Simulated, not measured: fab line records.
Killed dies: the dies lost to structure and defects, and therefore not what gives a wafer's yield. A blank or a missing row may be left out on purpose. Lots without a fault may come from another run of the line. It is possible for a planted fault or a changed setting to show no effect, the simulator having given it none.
Chamber matching	flow nand harc	4 sister chambers for NHARC_A_STAIRCASE_TRIM_220 on rie diel-12
The step chemistry O2, time 211.2 s. 14 wafers are shown with their chamber, then 7 later ones without.

== WAFERS PAIRED WITH THEIR CHAMBERS ==
wafer	chamber	drypump motor current A (A)	showerhead plenum p Torr (Torr)	rf vpp V (V)
L074.1	3	6.3	3.73	58.4
L074.3	0	5.0	3.28	56.8
L074.6	0	5.0	3.28	57.9
L084.1	3	6.3	3.71	58.3
L084.4	2	6.4	3.37	57.2
L084.5	3	6.3	3.71	59.4
L091.1	0	5.0	3.80	57.9
L091.3	2	6.4	3.36	59.1
L091.4	1	4.8	3.46	57.1
L095.1	2	6.4	3.35	57.3
L095.4	0	5.0	3.79	58.1
L095.5	0	5.0	3.79	58.0
L094.2	2	6.5	3.35	57.0
L094.5	1	4.8	3.46	57.3

SIGNATURES (means of the wafers above)
reading	chamber 0	chamber 1	chamber 2	chamber 3	scatter within a chamber
drypump motor current A	5.000	4.800	6.425	6.300	0.0274
showerhead plenum p Torr	3.5880	3.4600	3.3575	3.7167	0.178
rf vpp V	57.740	57.200	57.650	58.700	0.689
Rule: for each reading, subtract the chamber's mean from the wafer's reading, divide by that reading's scatter and square the result; add these up over the readings and take the root, which gives the wafer's distance from the chamber. If the next closest chamber is less than 2 further off than the closest, the wafer can't be placed; otherwise it belongs to the closest. The scatter is the square root of a quotient: the sum, over the shown wafers, of each reading's squared deviation from its chamber's mean, divided by wafers minus chambers.

== WAFERS WHOSE CHAMBER IS MISSING ==
wafer	drypump motor current A (A)	showerhead plenum p Torr (Torr)	rf vpp V (V)
L094.6	5.0	3.79	58.8
L093.1	6.3	3.69	58.3
L093.5	5.0	3.79	58.3
L093.6	4.8	3.45	57.5
L097.1	4.8	3.45	57.0
L097.2	6.5	3.35	55.7
L097.6	6.4	3.35	57.8

== CHAMBER TAKEN BY EACH ==
wafer	from the rows above	in truth
L094.6	0	0
L093.1	3	3
L093.5	0	0
L093.6	1	1
L097.1	1	1
L097.2	2	2
L097.6	2	2
Placed correctly: 7 of 7. From these rows, 0 cannot be placed. Placed wrongly: 0.
